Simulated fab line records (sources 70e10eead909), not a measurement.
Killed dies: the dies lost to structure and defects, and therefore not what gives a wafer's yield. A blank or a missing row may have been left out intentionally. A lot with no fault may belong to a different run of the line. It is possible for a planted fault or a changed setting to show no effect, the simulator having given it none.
Which tool is to blame?    flow nand_harc    11 lots with 33 wafers sampled at 6 steps, on a route of 1302 steps

WHAT EACH GAUGE READ, for each wafer
NHARC_A_CHANNEL_HOLE_D2_INSPECT_40. Usual: raw_defect_count at 280, with a standard deviation of 83.
lot   measured      on                 raw_defect_count  flag
L872  day 13 22:43  defect_inspect-01  261 314 232       
L874  day 14 17:10  defect_inspect-01  355 332 280       
L875  day 15 09:47  defect_inspect-01  296 228 243       
L881  day 17 18:52  defect_inspect-02  433 532 419       
L885  day 19 14:46  defect_inspect-01  726 861 759       OFF
L887  day 20 02:56  defect_inspect-01  808 924 718       OFF
L886  day 20 02:56  defect_inspect-02  269 237 379       
L890  day 21 11:10  defect_inspect-02  150 169 237       
L891  day 22 03:08  defect_inspect-01  159 160 319       
L894  day 22 15:26  defect_inspect-01  187 132 219       
L893  day 22 17:07  defect_inspect-01  285 237 309       

NHARC_END_SORT_01. Usual: killed_at_array 55, standard deviation 12; killed_at_other 1.0, standard deviation 1.2; killed_at_periphery 3.9, standard deviation 2.6; killed_dies 60, standard deviation 12; killed_open 3.3, standard deviation 1.9; killed_short 2.5, standard deviation 1.8.
lot   measured      on         killed_at_array  killed_at_other  killed_at_periphery  killed_dies  killed_open  killed_short  flag
L885  day 30 09:41  prober-01  68 95 74         0 0 0            5 1 3                73 96 77     5 5 3        2 4 2         
L887  day 30 09:40  prober-02  116 84 99        0 0 0            0 5 7                116 89 106   1 0 4        1 2 0         OFF

WHICH TOOL RAN EACH LOT (tool, then ch and the chambers of the sampled wafers, then the start)
lot   NHARC_A_CHANNEL_HOLE_D2_ETCH_16     NHARC_A_CHANNEL_FILL_D2_ALD_14    NHARC_A_CHANNEL_FILL_D2_ALD_16    NHARC_A_CHANNEL_FILL_D2_ETCHBACK_19
L872  rie_diel-08 ch 1,2, day 13 16:20    ald_hk-01 ch 1,2, day 14 05:52    ald_hk-04 ch 0,3, day 14 11:02    rie_si-06 ch 0,1,3, day 14 22:50
L874  rie_diel-04 ch 0,2,3, day 14 10:48  ald_hk-04 ch 1,2,3, day 15 00:22  ald_hk-04 ch 1,2,3, day 15 05:34  rie_si-06 ch 0,1,3, day 15 17:34
L875  rie_diel-04 ch 1,2, day 15 03:17    ald_hk-01 ch 1,2, day 15 17:04    ald_hk-04 ch 2,3, day 15 22:11    rie_si-06 ch 0,1, day 16 09:29
L881  rie_diel-08 ch 1,3, day 17 11:34    ald_hk-01 ch 1,3, day 18 02:04    ald_hk-02 ch 1,3, day 18 07:13    rie_si-01 ch 0,1, day 18 19:10
L885  rie_diel-08 ch 0,1, day 19 08:26    ald_hk-01 ch 0,3, day 19 21:58    ald_hk-01 ch 1,2, day 20 03:10    rie_si-06 ch 2,3, day 20 14:59
L887  rie_diel-08 ch 0,1,2, day 19 18:27  ald_hk-02 ch 0,2, day 20 10:14    ald_hk-01 ch 0,1, day 20 15:25    rie_si-06 ch 1,3, day 21 03:16
L886  rie_diel-09 ch 0,2, day 19 19:36    ald_hk-04 ch 1,2,3, day 20 10:14  ald_hk-02 ch 0,3, day 20 15:25    rie_si-01 ch 0,1,2, day 21 03:17
L890  rie_diel-09 ch 2,3, day 21 02:23    ald_hk-01 ch 0,1, day 21 18:28    ald_hk-02 ch 0,2,3, day 21 23:39  rie_si-06 ch 0,1,3, day 22 12:56
L891  rie_diel-04 ch 0,1, day 21 20:47    ald_hk-01 ch 0,1,2, day 22 10:21  ald_hk-02 ch 0,1,2, day 22 15:30  rie_si-06 ch 0,1,3, day 23 04:07
L894  rie_diel-08 ch 1,3, day 22 08:59    ald_hk-02 ch 0,3, day 22 22:38    ald_hk-01 ch 1,2, day 23 03:51    rie_si-04 ch 1,3, day 23 15:39
L893  rie_diel-04 ch 0,1, day 22 10:37    ald_hk-04 ch 0,1,3, day 22 22:44  ald_hk-01 ch 2,3, day 23 04:02    rie_si-06 ch 0,1, day 23 15:38
- NHARC_A_CHANNEL_HOLE_D2_ETCH_16: etches the open film in O2/COS, target depth 3100 nm, time 806 s.
- NHARC_A_CHANNEL_FILL_D2_ALD_14: deposits SiO2, target thk 2.5 nm, pulse time 10 s, ald cycles 25.
- NHARC_A_CHANNEL_FILL_D2_ALD_16: deposits SiO2, target thk 1.5 nm, pulse time 10 s, ald cycles 15.
- NHARC_A_CHANNEL_FILL_D2_ETCHBACK_19: etches the open film in HBr/Cl2, target depth 5 nm, time 1.7 s.

AS READ BY THE TOOLS THEMSELVES (means over the sampled wafers that have a number; for cases with no such wafer, the mark the record gives instead)
NHARC_A_CHANNEL_HOLE_D2_ETCH_16. Usual: drypump_motor_current_A 5.8 A, standard deviation 0.53; oes_product_au 1.001 a.u., standard deviation 0.01; rf_vpp_V 313.9 V, standard deviation 1.7; showerhead_plenum_p_Torr 3.11 Torr, standard deviation 0.1; throttle_valve_pct 28.330 %, standard deviation 0.0089.
lot   tool         drypump_motor_current_A (A)  oes_product_au (a.u.)  rf_vpp_V (V)  showerhead_plenum_p_Torr (Torr)  throttle_valve_pct (%)  flag
L872  rie_diel-08  6.5                          1.011                  314.6         3.14                             28.324                  
L874  rie_diel-04  6.0                          0.997                  315.6         3.14                             28.338                  
L875  rie_diel-04  5.7                          0.979                  312.6         3.03                             28.341                  
L881  rie_diel-08  6.0                          1.005                  316.1         3.25                             28.330                  
L885  rie_diel-08  5.8                          1.005                  314.6         3.12                             28.318                  
L887  rie_diel-08  6.1                          1.001                  313.2         3.11                             28.335                  
L886  rie_diel-09  5.9                          1.007                  313.1         3.09                             28.325                  
L890  rie_diel-09  6.0                          0.986                  313.5         3.13                             28.336                  
L891  rie_diel-04  5.7                          0.996                  313.0         3.06                             28.330                  
L894  rie_diel-08  6.0                          1.008                  315.3         3.20                             28.328                  
L893  rie_diel-04  5.7                          0.999                  313.4         3.06                             28.326                  

NHARC_A_CHANNEL_FILL_D2_ALD_14. Usual: heater_power_w 462 W, standard deviation 38; precursor_pulse_height_rel 0.999, standard deviation 0.02.
lot   tool       heater_power_w (W)  precursor_pulse_height_rel  flag
L872  ald_hk-01  503                 1.003                       
L874  ald_hk-04  463                 1.003                       
L875  ald_hk-01  503                 1.019                       
L881  ald_hk-01  457                 0.998                       
L885  ald_hk-01  481                 0.975                       
L887  ald_hk-02  423                 1.018                       
L886  ald_hk-04  465                 0.981                       
L890  ald_hk-01  456                 1.002                       
L891  ald_hk-01  483                 1.004                       
L894  ald_hk-02  395                 0.985                       
L893  ald_hk-04  450                 1.007                       

NHARC_A_CHANNEL_FILL_D2_ALD_16. Usual: heater_power_w 466 W, standard deviation 40; precursor_pulse_height_rel 1.001, standard deviation 0.018.
lot   tool       heater_power_w (W)  precursor_pulse_height_rel  flag
L872  ald_hk-04  461                 0.997                       
L874  ald_hk-04  454                 1.010                       
L875  ald_hk-04  485                 1.010                       
L881  ald_hk-02  447                 0.991                       
L885  ald_hk-01  480                 0.990                       
L887  ald_hk-01  472                 0.995                       
L886  ald_hk-02  398                 1.007                       
L890  ald_hk-02  427                 1.005                       
L891  ald_hk-02  459                 1.004                       
L894  ald_hk-01  498                 1.002                       
L893  ald_hk-01  494                 0.994                       

NHARC_A_CHANNEL_FILL_D2_ETCHBACK_19. Usual: drypump_motor_current_A 5.6 A, standard deviation 0.31; hbr_flow_sccm 150.0 sccm, standard deviation 0.4; oes_product_au 1.000 a.u., standard deviation 0.011; throttle_valve_pct 26.405 %, standard deviation 0.0086.
lot   tool       drypump_motor_current_A (A)  hbr_flow_sccm (sccm)  oes_product_au (a.u.)  throttle_valve_pct (%)  flag
L872  rie_si-06  5.7                          150.3                 0.984                  26.397                  
L874  rie_si-06  5.6                          150.0                 0.995                  26.406                  
L875  rie_si-06  5.9                          150.4                 0.999                  26.408                  
L881  rie_si-01  5.9                          150.2                 1.012                  26.398                  
L885  rie_si-06  5.4                          150.0                 1.003                  26.404                  
L887  rie_si-06  5.6                          149.9                 0.992                  26.419                  
L886  rie_si-01  5.6                          149.7                 1.015                  26.412                  
L890  rie_si-06  5.7                          149.9                 1.004                  26.405                  
L891  rie_si-06  5.7                          150.2                 0.984                  26.407                  
L894  rie_si-04  5.3                          149.8                 0.994                  26.406                  
L893  rie_si-06  5.8                          149.8                 0.991                  26.407                  

THE ANSWER, worked out from the rows above alone
Rule: lot off if the mean of its wafers having a number is beyond 3 standard deviations from the usual mean. A lot without any number at a reading at which 4 lots or more have one is off too. All remaining lots with rows at the step are treated as sound. The gauges are gone through in route order, then the tools' own readings, and for those a lot's mean is taken as printed above. At the first step where some lot is off, the reading lying furthest off is the one used; lots without a number count as furthest.
Off: L885, L887 (NHARC_A_CHANNEL_HOLE_D2_INSPECT_40, raw_defect_count).
A tool fits if, at a process step before that reading, it ran every lot that is off, and no sound lot after the first of them. The gauges at NHARC_A_CHANNEL_HOLE_D2_INSPECT_40 are tried like those tools. Not one of the candidates tried fits.

WHAT THE SIMULATOR HAD PUT IN
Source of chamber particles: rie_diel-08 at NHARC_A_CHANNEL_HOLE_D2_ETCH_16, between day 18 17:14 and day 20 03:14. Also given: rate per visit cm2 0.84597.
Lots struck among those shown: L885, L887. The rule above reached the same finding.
